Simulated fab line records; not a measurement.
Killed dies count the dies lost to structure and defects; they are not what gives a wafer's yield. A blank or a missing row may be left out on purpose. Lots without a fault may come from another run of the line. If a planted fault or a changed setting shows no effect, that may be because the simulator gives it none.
fab line records	flow nandHarc
record lots=24	wafers=72	lastDay=25
route steps=1159 shown A_CONTACT@943 A_BLC@990 A_M0@1004
lots with no fault: from the same line, run without faults
startH: hours from the record's first day to the start of the lot's first wafer shown	waitH: time in hours since the lot's previous step	" the same as in the row above	L1.1+2: a single row standing in for several wafers	- no value, or no start was given	* or withheld: withheld	< > ~ a bound
route shown NAME@n: names a module that has steps shown in the file, with the first one's number in the route	usual: mean and standard deviation over wafers with no fault	same: alike in all rows	chamber/n: place in a boat	sites: readings site by site	_std_site: their standard deviation	_edge_site: outer sites' mean less inner sites'	radiusMm: how far each site lies from the wafer's centre	mask NAME#n: copy n	behind: the tool/chamber that last shaped the wafer	hold: the reason the lot was held/the length of the hold in hours/how it ended	device: transistor that didn't switch, given as n, p or np	end of line: tests of these same wafers at the route's end	a step without rows: its recipe alone	killed: at the first sort, the dies lost to defects and structure; wafer yield is something else	map: the dies of a wafer, with x for killed, . for not killed, _ for no die there
set.NAME: the setting as run; set.NAME@STEP: as run at that earlier step	model.NAME: the simulator's own value behind a step, which no gauge read
a sample of lots followed through the steps of the route, with each step as a table and each wafer as a row
services: the hour from which a tool's chamber was out of use, counted from the record's first day as startH (under 0 if before that day), plus the number of hours and why
## steps
# step NHARC_A_CONTACT_ETCH_134
# recipe sourceW=withheld	pressureMtorr=20	biasV=withheld	timeS=140	targetDepthA=7000	arFlowSccm=withheld	c4f8FlowSccm=withheld	o2FlowSccm=withheld	chemistry=C4F8/O2/Ar
lot.wafer	tool	chamber	startH	waitH	rfHoursCounterH
L077.2	harCapEtch-03	0	394.27	-	84
L077.3	"	0	"	"	-
L077.4	"	1	"	"	-
L075.3	harCapEtch-02	1	397.17	-	-
L075.5	"	0	"	"	-
L075.6	"	1	"	"	-
L074.3	harCapEtch-01	1	400.47	-	-
L074.4	"	0	"	"	-
L074.6	"	0	"	"	-
L079.1	harCapEtch-02	0	401.29	-	16
L079.6	"	0	"	"	-
L079.5	"	1	"	"	-
L078.2	harCapEtch-03	0	402.60	-	86
L078.4	"	1	"	"	-
L078.5	"	1	"	"	-
L076.2	harCapEtch-01	0	403.66	-	64
L076.1	"	1	"	"	64
L076.5	"	1	"	"	-
L080.1	harCapEtch-02	0	422.16	-	18
L080.2	"	1	"	"	18
L080.3	"	1	"	"	-
L084.1	harCapEtch-01	0	437.78	-	67
L084.4	"	0	"	"	-
L084.5	"	0	"	"	-
L082.1	harCapEtch-01	0	442.64	-	67
L082.3	"	1	"	"	-
L082.6	"	0	"	"	-
L081.1	harCapEtch-02	1	446.84	-	23
L081.3	"	1	"	"	-
L081.6	"	0	"	"	-
L083.2	harCapEtch-01	1	449.72	-	69
L083.4	"	1	"	"	-
L083.6	"	1	"	"	-
L086.1	harCapEtch-02	0	458.66	-	26
L086.3	"	1	"	"	-
L086.5	"	0	"	"	-
L089.2	harCapEtch-01	0	459.29	-	73
L089.3	"	0	"	"	-
L089.6	"	0	"	"	-
L087.3	harCapEtch-03	0	463.58	-	-
L087.6	"	1	"	"	-
L087.5	"	0	"	"	-
L085.1	harCapEtch-03	0	464.63	-	99
L085.2	"	1	"	"	99
L085.4	"	1	"	"	-
L088.1	harCapEtch-03	0	472.08	-	99
L088.3	"	1	"	"	-
L088.5	"	0	"	"	-
L090.2	harCapEtch-02	1	475.47	-	29
L090.1	"	0	"	"	29
L090.6	"	1	"	"	-
L091.2	harCapEtch-01	1	477.15	-	76
L091.4	"	1	"	"	-
L091.3	"	0	"	"	-
L092.4	harCapEtch-02	0	503.56	-	-
L092.5	"	0	"	"	-
L092.6	"	1	"	"	-
L094.1	harCapEtch-02	1	505.95	-	34
L094.2	"	0	"	"	34
L094.3	"	1	"	"	-
L093.3	harCapEtch-01	1	509.31	-	-
L093.4	"	0	"	"	-
L093.5	"	0	"	"	-
L095.2	harCapEtch-01	1	518.63	-	79
L095.4	"	0	"	"	-
L095.6	"	0	"	"	-
L096.2	harCapEtch-03	0	519.39	-	107
L096.3	"	0	"	"	-
L096.4	"	1	"	"	-
L097.2	harCapEtch-02	1	538.47	-	39
L097.3	"	0	"	"	-
L097.6	"	1	"	"	-
# step NHARC_A_BLC_CMP_25
# recipe tOverpolishS=30	targetThkNm=150
# usual motorCurrentA=12.2/1.3	overpolishRunS=30.000/0.0087	timeToEndpointS=30/3.7
lot.wafer	tool	chamber	startH	waitH	motorCurrentA	overpolishRunS	timeToEndpointS
L077.2	cmp-03	1	402.75	0.5	11.4	30.010	34
L077.4	"	2	"	"	12.6	30.007	27
L077.3	"	3	"	"	12.9	30.016	29
L075.3	cmp-03	1	404.79	0.2	11.5	30.010	29
L075.6	"	1	"	"	11.9	30.008	30
L075.5	"	2	"	"	13.2	29.983	27
L074.4	cmp-01	1	407.86	0.3	11.2	29.994	32
L074.3	"	2	"	"	11.3	30.016	32
L074.6	"	3	"	"	14.1	30.008	27
L079.1	cmp-03	3	408.67	0.5	13.7	29.990	29
L079.6	"	1	"	"	11.9	29.994	33
L079.5	"	2	"	"	12.3	30.001	31
L078.4	cmp-04	2	409.65	0.3	9.3	30.014	27
L078.2	"	3	"	"	12.7	30.007	25
L078.5	"	1	"	"	14.5	29.994	33
L076.1	cmp-03	3	411.33	0.5	12.2	29.997	30
L076.2	"	1	"	"	12.0	29.987	34
L076.5	"	2	"	"	12.3	29.999	29
L080.2	cmp-04	2	432.25	0.5	9.6	30.005	25
L080.3	"	3	"	"	12.8	29.999	21
L080.1	"	0	"	"	11.8	29.999	27
L084.4	cmp-01	2	447.92	0.4	11.2	29.992	38
L084.1	"	1	"	"	11.3	29.991	37
L084.5	"	3	"	"	14.8	29.998	30
L082.3	cmp-04	0	450.81	0.3	11.8	30.002	26
L082.1	"	2	"	"	9.3	30.004	25
L082.6	"	0	"	"	11.7	29.995	29
L081.3	cmp-04	3	455.57	0.3	13.8	30.020	24
L081.1	"	2	"	"	9.2	30.001	28
L081.6	"	0	"	"	12.3	29.991	27
L083.4	cmp-04	3	459.51	0.2	13.4	30.006	24
L083.2	"	0	"	"	12.2	30.009	29
L083.6	"	0	"	"	12.1	30.005	26
L086.3	cmp-01	0	468.47	0.2	11.5	29.996	32
L086.1	"	3	"	"	13.7	30.005	27
L086.5	"	1	"	"	11.5	30.004	36
L089.3	cmp-01	0	468.72	0.2	11.3	30.011	29
L089.2	"	2	"	"	11.5	30.004	29
L089.6	"	1	"	"	11.0	29.997	35
L087.3	cmp-04	3	472.38	0.3	13.1	29.988	26
L087.5	"	2	"	"	9.3	30.013	30
L087.6	"	3	"	"	13.0	29.997	28
L085.1	cmp-04	1	472.98	0.4	13.2	30.015	34
L085.4	"	2	"	"	9.4	29.995	27
L085.2	"	3	"	"	13.3	29.979	25
L088.3	cmp-04	1	489.96	0.3	13.6	30.016	34
L088.1	"	3	"	"	13.5	30.001	29
L088.5	"	1	"	"	13.4	30.000	34
L090.1	cmp-01	0	491.50	0.4	12.1	29.998	32
L090.2	"	2	"	"	11.4	30.002	36
L090.6	"	0	"	"	11.6	30.001	34
L091.2	cmp-01	1	499.09	0.4	10.7	30.013	36
L091.4	"	2	"	"	11.4	29.996	32
L091.3	"	0	"	"	11.4	29.992	32
L092.4	cmp-03	3	517.55	0.3	12.8	29.999	25
L092.6	"	2	"	"	12.2	30.003	26
L092.5	"	3	"	"	13.0	30.004	25
L094.1	cmp-04	1	518.00	0.4	13.3	29.984	33
L094.3	"	2	"	"	9.8	29.998	26
L094.2	"	3	"	"	13.1	30.002	26
L093.3	cmp-03	0	526.66	0.4	14.7	29.995	25
L093.4	"	1	"	"	11.3	29.994	28
L093.5	"	2	"	"	12.5	30.004	24
L095.4	cmp-01	2	534.53	0.3	11.2	29.988	34
L095.2	"	3	"	"	13.3	29.989	28
L095.6	"	1	"	"	11.7	29.994	36
L096.3	cmp-04	1	534.92	0.2	13.1	30.006	34
L096.4	"	2	"	"	9.1	29.993	31
L096.2	"	3	"	"	12.5	29.998	26
L097.2	cmp-01	3	551.62	0.4	13.8	29.991	25
L097.3	"	2	"	"	10.9	29.992	30
L097.6	"	3	"	"	15.0	29.997	26
# step NHARC_A_M0_CD_MEAS_09
# recipe targetCdNm=80	landingEnergyEv=500
# usual cdNm=80.3/0.85
# same landingEnergyEv=500
lot.wafer	tool	chamber	startH	waitH	cdNm
L077.2	cdSem-02	0	404.19	-	79.9
L077.3	"	0	"	"	80.7
L077.4	"	0	"	"	81.2
L075.3	cdSem-02	0	405.97	-	80.8
L075.5	"	0	"	"	80.0
L075.6	"	0	"	"	81.9
L074.3	cdSem-03	0	408.99	-	80.1
L074.4	"	0	"	"	79.7
L074.6	"	0	"	"	80.3
L079.1	cdSem-03	0	409.95	-	80.2
L079.5	"	0	"	"	81.7
L079.6	"	0	"	"	79.5
L078.2	cdSem-02	0	410.91	-	79.7
L078.4	"	0	"	"	80.0
L078.5	"	0	"	"	80.5
L076.1	cdSem-03	0	412.74	-	79.8
L076.2	"	0	"	"	79.9
L076.5	"	0	"	"	79.3
L080.1	cdSem-02	0	433.59	-	80.4
L080.2	"	0	"	"	81.0
L080.3	"	0	"	"	79.8
L084.1	cdSem-01	0	449.36	-	81.7
L084.4	"	0	"	"	80.4
L084.5	"	0	"	"	79.9
L082.1	cdSem-01	0	451.98	-	80.5
L082.3	"	0	"	"	80.8
L082.6	"	0	"	"	79.4
L081.1	cdSem-02	0	457.23	-	81.1
L081.3	"	0	"	"	82.0
L081.6	"	0	"	"	80.7
L083.2	cdSem-03	0	460.69	-	80.5
L083.4	"	0	"	"	79.6
L083.6	"	0	"	"	79.9
L086.1	cdSem-03	0	469.93	-	79.4
L086.3	"	0	"	"	80.5
L086.5	"	0	"	"	79.2
L089.2	cdSem-01	0	470.04	-	80.1
L089.3	"	0	"	"	80.7
L089.6	"	0	"	"	80.7
L087.3	cdSem-02	0	473.62	-	81.3
L087.5	"	0	"	"	80.2
L087.6	"	0	"	"	82.7
L085.1	cdSem-02	0	474.49	-	80.0
L085.2	"	0	"	"	79.2
L085.4	"	0	"	"	80.5
L088.1	cdSem-03	0	491.23	-	80.5
L088.3	"	0	"	"	81.4
L088.5	"	0	"	"	81.6
L090.1	cdSem-02	0	492.66	-	80.0
L090.2	"	0	"	"	79.3
L090.6	"	0	"	"	79.3
L091.2	cdSem-01	0	500.42	-	80.7
L091.3	"	0	"	"	82.1
L091.4	"	0	"	"	79.0
L092.4	cdSem-03	0	518.72	-	79.8
L092.5	"	0	"	"	78.8
L092.6	"	0	"	"	79.5
L094.1	cdSem-02	0	519.94	-	82.0
L094.2	"	0	"	"	80.3
L094.3	"	0	"	"	81.3
L093.3	cdSem-03	0	528.48	-	79.5
L093.4	"	0	"	"	80.2
L093.5	"	0	"	"	80.5
L095.2	cdSem-01	0	535.79	-	80.5
L095.4	"	0	"	"	79.4
L095.6	"	0	"	"	81.2
L096.2	cdSem-01	0	536.30	-	79.0
L096.3	"	0	"	"	78.7
L096.4	"	0	"	"	79.0
L097.2	cdSem-02	0	552.92	-	80.2
L097.3	"	0	"	"	81.2
L097.6	"	0	"	"	80.8
# step NHARC_A_M0_ETCH_34
# recipe targetDepthA=400	overetchA=120	timeS=43.94	ionEnergyEv=200	n2FlowSccm=150	h2FlowSccm=150	arFlowSccm=0	rfW=400	biasW=150	chemistry=N2/H2
# usual biasW=150.0/0.47	drypumpMotorCurrentA=5.8/0.44	mfcArSccm=0.007/0.008	oesProductAu=1.003/0.016	rfVppV=429.6/2.2	showerheadPlenumPTorr=2.01/0.066	throttleValvePct=14.171/0.0087
lot.wafer	tool	chamber	startH	waitH	biasW	drypumpMotorCurrentA	mfcArSccm	oesProductAu	rfHoursCounterH	rfVppV	showerheadPlenumPTorr	throttleValvePct
L077.3	rieDiel-11	2	404.46	0.1	150.7	5.0	0	0.995	2	429.8	2.01	14.174
L077.2	"	3	"	"	149.9	6.5	0	1.029	2	428.7	1.97	14.181
L077.4	"	1	"	"	150.1	5.8	0.011	0.992	2	426.7	1.98	14.166
L075.3	rieDiel-11	2	406.24	0.1	150.1	5.0	0	0.998	2	430.7	2.01	14.165
L075.6	"	1	"	"	150.7	5.7	0.011	0.998	-	428.2	1.98	14.156
L075.5	"	2	"	"	149.7	5.0	0	0.999	-	428.7	2.01	14.170
L074.3	rieDiel-11	2	409.26	0.1	149.0	5.0	0	0.996	2	430.5	2.01	14.160
L074.4	"	1	"	"	149.7	5.7	0.011	1.000	2	429.6	1.98	14.173
L074.6	"	2	"	"	149.2	5.0	0	1.003	-	431.9	2.01	14.173
L079.1	rieDiel-04	0	410.24	0.1	150.5	5.9	0.005	0.996	8	428.0	2.00	14.182
L079.5	"	1	"	"	150.3	5.9	0.025	1.027	-	428.5	1.94	14.157
L079.6	"	2	"	"	149.9	5.7	0.019	0.990	-	436.5	2.20	14.177
L078.2	rieDiel-04	3	411.21	0.1	149.6	5.8	0.009	1.005	9	426.9	1.91	14.171
L078.4	"	0	"	"	149.5	5.8	0.005	0.996	8	429.9	2.00	14.167
L078.5	"	3	"	"	150.7	5.8	0.009	1.004	-	426.6	1.91	14.181
L076.2	rieDiel-04	0	413.03	0.1	150.2	5.9	0.005	0.997	8	429.0	2.00	14.171
L076.1	"	1	"	"	149.7	5.9	0.025	1.031	8	427.9	1.94	14.179
L076.5	"	0	"	"	149.6	5.9	0.005	1.006	-	430.3	2.00	14.159
L080.1	rieDiel-11	3	433.87	0.1	150.1	6.4	0	1.013	4	428.3	1.97	14.170
L080.3	"	0	"	"	149.4	5.8	0	0.969	4	431.6	2.07	14.196
L080.2	"	1	"	"	150.1	5.8	0.011	1.007	4	428.9	1.98	14.177
L084.4	rieDiel-11	2	449.65	0.1	149.7	5.0	0	0.993	6	429.4	2.01	14.161
L084.1	"	3	"	"	150.1	6.4	0	1.013	6	429.7	1.97	14.171
L084.5	"	3	"	"	150.0	6.4	0	1.014	-	427.8	1.97	14.185
L082.1	rieDiel-04	3	452.26	0.1	150.7	5.8	0.009	0.998	12	427.8	1.91	14.178
L082.3	"	1	"	"	150.0	5.9	0.025	1.017	11	427.0	1.94	14.194
L082.6	"	3	"	"	150.3	5.8	0.009	1.018	-	426.3	1.91	14.185
L081.1	rieDiel-04	3	457.50	0.1	149.6	5.8	0.009	1.002	12	426.8	1.91	14.162
L081.3	"	1	"	"	150.6	5.9	0.025	1.023	11	426.9	1.94	14.175
L081.6	"	3	"	"	150.4	5.8	0.009	1.003	-	426.8	1.91	14.183
L083.4	rieDiel-11	0	460.96	0.1	150.0	5.7	0	0.989	7	430.9	2.06	14.174
L083.2	"	1	"	"	151.3	5.8	0.011	1.030	7	428.0	1.98	14.177
L083.6	"	3	"	"	149.9	6.4	0	1.022	-	428.7	1.97	14.160
L086.3	rieDiel-07	1	470.21	0.1	149.2	5.4	0.024	0.999	3	427.6	1.97	14.175
L086.1	"	3	"	"	150.0	6.3	0	0.992	3	429.7	2.02	14.163
L086.5	"	1	"	"	149.1	5.4	0.024	0.994	-	427.9	1.96	14.174
L089.2	rieDiel-07	0	470.35	0.1	150.3	5.5	0.008	1.028	3	431.9	2.05	14.169
L089.3	"	1	"	"	149.9	5.3	0.024	0.991	3	428.2	1.97	14.181
L089.6	"	2	"	"	150.2	6.1	0.009	1.001	-	433.8	2.09	14.171
L087.3	rieDiel-11	3	473.89	0.1	149.8	6.4	0	1.025	7	428.1	1.97	14.177
L087.5	"	2	"	"	149.7	5.0	0	0.993	-	429.4	2.01	14.156
L087.6	"	3	"	"	149.4	6.4	0	1.027	-	427.4	1.97	14.168
L085.1	rieDiel-11	2	474.77	0.1	149.7	5.0	0	0.984	7	430.4	2.01	14.168
L085.2	"	3	"	"	149.8	6.4	0	1.015	7	428.9	1.97	14.165
L085.4	"	0	"	"	150.1	5.8	0	0.977	7	430.3	2.06	14.176
L088.3	rieDiel-11	0	491.51	0.1	149.9	5.8	0	0.974	8	430.1	2.06	14.175
L088.1	"	1	"	"	149.6	5.8	0.011	1.023	8	428.5	1.97	14.164
L088.5	"	0	"	"	150.0	5.8	0	0.968	-	431.4	2.06	14.184
L090.1	rieDiel-07	3	492.93	0.1	150.4	6.3	0	0.989	5	429.1	2.02	14.175
L090.2	"	1	"	"	149.9	5.4	0.024	0.998	5	427.7	1.96	14.171
L090.6	"	0	"	"	150.8	5.6	0.008	1.023	-	431.5	2.05	14.176
L091.3	rieDiel-11	0	500.69	0.1	149.5	5.8	0	0.977	9	431.5	2.06	14.167
L091.4	"	1	"	"	149.8	5.7	0.011	1.017	9	428.2	1.97	14.170
L091.2	"	2	"	"	150.6	5.0	0	1.003	9	430.0	2.01	14.175
L092.4	rieDiel-11	3	519.00	0.1	149.8	6.5	0	1.019	10	429.3	1.97	14.161
L092.5	"	1	"	"	150.1	5.8	0.011	1.013	-	429.9	1.97	14.167
L092.6	"	2	"	"	150.4	5.0	0	0.999	-	429.2	2.01	14.163
L094.2	rieDiel-07	0	520.22	0.1	149.8	5.6	0.008	1.019	7	431.7	2.05	14.161
L094.1	"	1	"	"	150.3	5.4	0.024	0.986	7	429.9	1.96	14.172
L094.3	"	2	"	"	149.7	6.1	0.009	1.010	8	430.3	2.09	14.170
L093.3	rieDiel-04	0	528.75	0.1	149.9	5.9	0.005	0.984	4	430.4	2.00	14.161
L093.4	"	2	"	"	150.6	5.7	0.019	0.994	4	435.3	2.19	14.169
L093.5	"	0	"	"	149.2	5.9	0.005	0.985	-	429.1	2.00	14.179
L095.4	rieDiel-07	3	536.05	0.1	149.7	6.3	0	0.983	10	428.5	2.01	14.157
L095.2	"	1	"	"	150.2	5.3	0.024	0.999	9	428.6	1.96	14.175
L095.6	"	3	"	"	149.9	6.3	0	0.999	-	431.2	2.01	14.174
L096.4	rieDiel-11	0	536.57	0.1	150.1	5.7	0	0.971	11	431.3	2.06	14.183
L096.2	"	1	"	"	150.2	5.7	0.011	1.009	11	428.8	1.97	14.162
L096.3	"	2	"	"	150.8	5.0	0	0.996	11	428.6	2.01	14.178
L097.3	rieDiel-11	2	553.20	0.1	149.8	5.0	0	1.010	0	429.5	2.01	14.180
L097.2	"	0	"	"	149.5	5.8	0	0.997	0	432.0	2.06	14.167
L097.6	"	2	"	"	150.1	5.0	0	1.009	-	429.7	2.01	14.181
# step NHARC_A_M0_STRIP_18
# recipe powerW=1000	n2FlowSccm=150	h2FlowSccm=150	arFlowSccm=0	biasW=0	chemistry=N2/H2
# usual drypumpMotorCurrentA=5.8/0.36	mfcArSccm=0.010/0.0089	oesProductAu=1.002/0.016	rfVppV=90.5/0.93	showerheadPlenumPTorr=2.01/0.072	throttleValvePct=14.172/0.0095
# same biasW=0
lot.wafer	tool	chamber	startH	waitH	drypumpMotorCurrentA	mfcArSccm	oesProductAu	rfHoursCounterH	rfVppV	showerheadPlenumPTorr	throttleValvePct
L077.4	rieDiel-04	3	404.77	0.1	5.8	0.009	1.011	8	88.6	1.91	14.172
L077.2	"	0	"	"	5.8	0.005	0.996	8	90.5	2.00	14.176
L077.3	"	1	"	"	5.9	0.025	1.030	7	90.2	1.94	14.178
L075.3	rieDiel-04	0	406.52	0.1	5.9	0.005	0.996	8	89.0	2.00	14.170
L075.6	"	0	"	"	5.9	0.005	0.999	-	89.1	2.00	14.167
L075.5	"	1	"	"	5.9	0.025	1.029	-	90.0	1.94	14.154
L074.4	rieDiel-04	3	409.61	0.1	5.8	0.009	1.014	9	88.1	1.91	14.175
L074.3	"	0	"	"	5.9	0.005	0.997	8	90.0	2.00	14.177
L074.6	"	1	"	"	5.9	0.025	1.025	-	90.3	1.94	14.166
L079.1	rieDiel-04	0	410.53	0.1	5.9	0.005	0.995	8	89.4	2.00	14.172
L079.6	"	0	"	"	5.9	0.005	0.996	-	90.9	2.00	14.167
L079.5	"	1	"	"	5.9	0.025	1.021	-	89.4	1.94	14.174
L078.4	rieDiel-11	2	411.50	0.1	5.0	0	0.991	2	92.6	2.01	14.179
L078.2	"	3	"	"	6.4	0	1.035	2	88.9	1.97	14.183
L078.5	"	2	"	"	5.0	0	1.000	-	90.2	2.01	14.159
L076.2	rieDiel-11	1	413.32	0.1	5.8	0.011	1.007	2	90.5	1.98	14.159
L076.1	"	2	"	"	5.0	0	0.996	3	91.4	2.01	14.164
L076.5	"	1	"	"	5.7	0.011	1.008	-	90.0	1.98	14.169
L080.3	rieDiel-11	0	434.15	0.1	5.8	0	0.980	4	90.2	2.06	14.172
L080.2	"	2	"	"	5.0	0	0.997	4	91.4	2.01	14.173
L080.1	"	3	"	"	6.4	0	1.017	4	90.2	1.97	14.155
L084.4	rieDiel-04	3	449.97	0.1	5.8	0.009	0.998	12	90.8	1.91	14.172
L084.1	"	1	"	"	5.9	0.025	1.019	11	91.0	1.94	14.198
L084.5	"	3	"	"	5.8	0.009	0.999	-	89.8	1.91	14.172
L082.3	rieDiel-07	2	452.54	0.1	6.1	0.009	1.005	2	91.9	2.09	14.163
L082.1	"	3	"	"	6.3	0	0.996	2	90.6	2.02	14.159
L082.6	"	3	"	"	6.3	0	0.994	-	89.1	2.02	14.156
L081.1	rieDiel-07	0	457.78	0.1	5.6	0.008	1.014	2	89.7	2.05	14.167
L081.3	"	3	"	"	6.3	0	0.985	2	91.2	2.02	14.164
L081.6	"	1	"	"	5.4	0.024	0.984	-	91.3	1.97	14.188
L083.4	rieDiel-07	1	461.25	0.1	5.4	0.024	0.999	2	89.0	1.97	14.178
L083.2	"	2	"	"	6.1	0.009	1.024	2	90.6	2.09	14.168
L083.6	"	1	"	"	5.4	0.024	0.983	-	89.7	1.97	14.170
L086.3	rieDiel-11	2	470.52	0.1	5.0	0	0.999	7	91.3	2.01	14.156
L086.1	"	3	"	"	6.4	0	1.017	7	89.6	1.97	14.168
L086.5	"	2	"	"	5.0	0	1.004	-	89.5	2.01	14.173
L089.3	rieDiel-07	2	470.65	0.1	6.1	0.009	1.003	3	90.9	2.09	14.168
L089.2	"	3	"	"	6.3	0	0.988	3	90.9	2.02	14.174
L089.6	"	2	"	"	6.1	0.009	1.013	-	91.6	2.09	14.182
L087.3	rieDiel-07	1	474.22	0.1	5.4	0.024	0.985	3	90.5	1.96	14.179
L087.6	"	0	"	"	5.6	0.008	1.017	-	90.3	2.05	14.175
L087.5	"	1	"	"	5.4	0.024	0.990	-	89.8	1.97	14.181
L085.1	rieDiel-04	0	475.05	0.1	5.8	0.005	1.001	0	90.8	2.00	14.173
L085.2	"	2	"	"	5.8	0.019	0.981	0	91.8	2.19	14.172
L085.4	"	3	"	"	5.8	0.009	1.011	0	88.7	1.91	14.157
L088.3	rieDiel-04	3	491.79	0.1	5.8	0.009	1.021	1	89.8	1.91	14.176
L088.1	"	0	"	"	5.8	0.005	0.990	1	88.7	2.00	14.163
L088.5	"	0	"	"	5.8	0.005	0.991	-	90.3	2.00	14.160
L090.2	rieDiel-11	0	493.22	0.1	5.8	0	0.976	8	91.0	2.06	14.165
L090.1	"	2	"	"	5.0	0	0.984	9	90.3	2.01	14.189
L090.6	"	0	"	"	5.8	0	0.978	-	92.7	2.06	14.167
L091.3	rieDiel-07	0	501.01	0.1	5.6	0.008	1.028	6	91.3	2.05	14.173
L091.2	"	1	"	"	5.4	0.024	0.989	5	90.3	1.96	14.179
L091.4	"	2	"	"	6.1	0.009	1.008	6	91.5	2.09	14.155
L092.4	rieDiel-07	2	519.33	0.1	6.1	0.009	0.999	7	90.5	2.09	14.170
L092.5	"	0	"	"	5.6	0.008	1.024	-	91.3	2.05	14.178
L092.6	"	1	"	"	5.3	0.024	0.990	-	90.6	1.96	14.173
L094.2	rieDiel-11	3	520.50	0.1	6.4	0	1.011	10	91.1	1.97	14.168
L094.3	"	0	"	"	5.7	0	0.979	10	89.4	2.06	14.177
L094.1	"	2	"	"	5.0	0	0.987	10	89.2	2.01	14.183
L093.3	rieDiel-11	0	529.04	0.1	5.7	0	0.974	10	89.2	2.06	14.156
L093.4	"	1	"	"	5.7	0.011	0.997	10	89.7	1.97	14.168
L093.5	"	1	"	"	5.7	0.011	1.007	-	91.1	1.97	14.171
L095.2	rieDiel-04	2	536.37	0.1	5.8	0.019	0.990	4	91.9	2.19	14.168
L095.4	"	3	"	"	5.8	0.009	1.011	4	91.6	1.91	14.168
L095.6	"	2	"	"	5.7	0.019	0.978	-	91.4	2.19	14.170
L096.3	rieDiel-07	3	536.85	0.1	6.4	0	0.981	10	93.0	2.01	14.172
L096.2	"	0	"	"	5.6	0.008	1.016	9	89.9	2.05	14.159
L096.4	"	2	"	"	6.1	0.009	1.003	9	90.2	2.09	14.177
L097.2	rieDiel-07	2	553.48	0.1	6.1	0.009	1.006	10	91.1	2.09	14.171
L097.3	"	1	"	"	5.3	0.024	0.995	9	90.5	1.96	14.167
L097.6	"	2	"	"	6.1	0.009	1.003	-	91.5	2.09	14.186
# step NHARC_A_M0_PRE_CLEAN_29
# recipe timeS=30	tempC=280	gas=H2/He
# usual heaterPowerW=416/46
lot.wafer	tool	chamber	startH	waitH	heaterPowerW
L077.4	pvdSputter-03	-	-	-	395
L077.2	"	-	"	"	450
L077.3	"	-	"	"	467
L075.3	pvdSputter-01	-	-	-	435
L075.6	"	-	"	"	480
L075.5	"	-	"	"	420
L074.4	pvdSputter-01	-	-	-	461
L074.3	"	-	"	"	329
L074.6	"	-	"	"	468
L079.1	pvdSputter-02	-	-	-	388
L079.6	"	-	"	"	333
L079.5	"	-	"	"	458
L078.2	pvdSputter-01	-	-	-	418
L078.4	"	-	"	"	415
L078.5	"	-	"	"	416
L076.2	pvdSputter-03	-	-	-	380
L076.1	"	-	"	"	384
L076.5	"	-	"	"	430
L080.2	pvdSputter-01	-	-	-	489
L080.1	"	-	"	"	430
L080.3	"	-	"	"	442
L084.4	pvdSputter-01	-	-	-	476
L084.1	"	-	"	"	428
L084.5	"	-	"	"	428
L082.3	pvdSputter-01	-	-	-	463
L082.1	"	-	"	"	417
L082.6	"	-	"	"	337
L081.1	pvdSputter-01	-	-	-	416
L081.3	"	-	"	"	337
L081.6	"	-	"	"	422
L083.4	pvdSputter-02	-	-	-	382
L083.2	"	-	"	"	385
L083.6	"	-	"	"	457
L086.1	pvdSputter-02	-	-	-	376
L086.3	"	-	"	"	402
L086.5	"	-	"	"	440
L089.2	pvdSputter-01	-	-	-	420
L089.3	"	-	"	"	420
L089.6	"	-	"	"	343
L087.3	pvdSputter-01	-	-	-	478
L087.5	"	-	"	"	352
L087.6	"	-	"	"	423
L085.1	pvdSputter-03	-	-	-	398
L085.2	"	-	"	"	381
L085.4	"	-	"	"	466
L088.1	pvdSputter-03	-	-	-	400
L088.3	"	-	"	"	446
L088.5	"	-	"	"	475
L090.1	pvdSputter-03	-	-	-	453
L090.2	"	-	"	"	406
L090.6	"	-	"	"	377
L091.3	pvdSputter-01	-	-	-	425
L091.4	"	-	"	"	479
L091.2	"	-	"	"	424
L092.4	pvdSputter-02	-	-	-	462
L092.5	"	-	"	"	402
L092.6	"	-	"	"	335
L094.3	pvdSputter-03	-	-	-	479
L094.2	"	-	"	"	409
L094.1	"	-	"	"	385
L093.4	pvdSputter-01	-	-	-	468
L093.3	"	-	"	"	342
L093.5	"	-	"	"	432
L095.2	pvdSputter-01	-	-	-	433
L095.4	"	-	"	"	343
L095.6	"	-	"	"	426
L096.4	pvdSputter-01	-	-	-	447
L096.3	"	-	"	"	468
L096.2	"	-	"	"	431
L097.2	pvdSputter-03	-	-	-	477
L097.3	"	-	"	"	365
L097.6	"	-	"	"	465
## services
tool	chamber	startH	hours	kind
cmp-01	-	375.50	4.0	pm
cmp-03	-	384.04	1.6	repair
cmp-01	-	392.17	0.5	repair
cmp-04	-	399.31	4.0	pm
rieDiel-07	-	405.23	9.0	pm
rieDiel-04	1	415.73	2.4	repair
cmp-03	-	433.21	74.2	repair
cmp-01	-	449.52	1.6	repair
pvdSputter-03	-	458.00	10.0	pm
rieDiel-04	-	465.90	9.0	pm
cmp-01	-	473.50	4.0	pm
cmp-04	-	481.20	1.2	repair
cmp-04	-	497.31	4.0	pm
harCapEtch-01	-	499.91	7.8	repair
cmp-01	-	504.48	0.6	repair
cmp-03	-	507.41	4.0	pm
pvdSputter-03	-	508.14	6.9	repair
cmp-04	-	509.81	0.3	repair
pvdSputter-01	-	514.00	10.0	pm
cmp-03	-	521.67	2.1	repair
cmp-01	-	525.26	0.4	repair
pvdSputter-03	-	534.05	5.7	repair
rieDiel-11	-	543.60	9.0	pm
harCapEtch-03	-	545.00	17.0	pm
## key
fault none
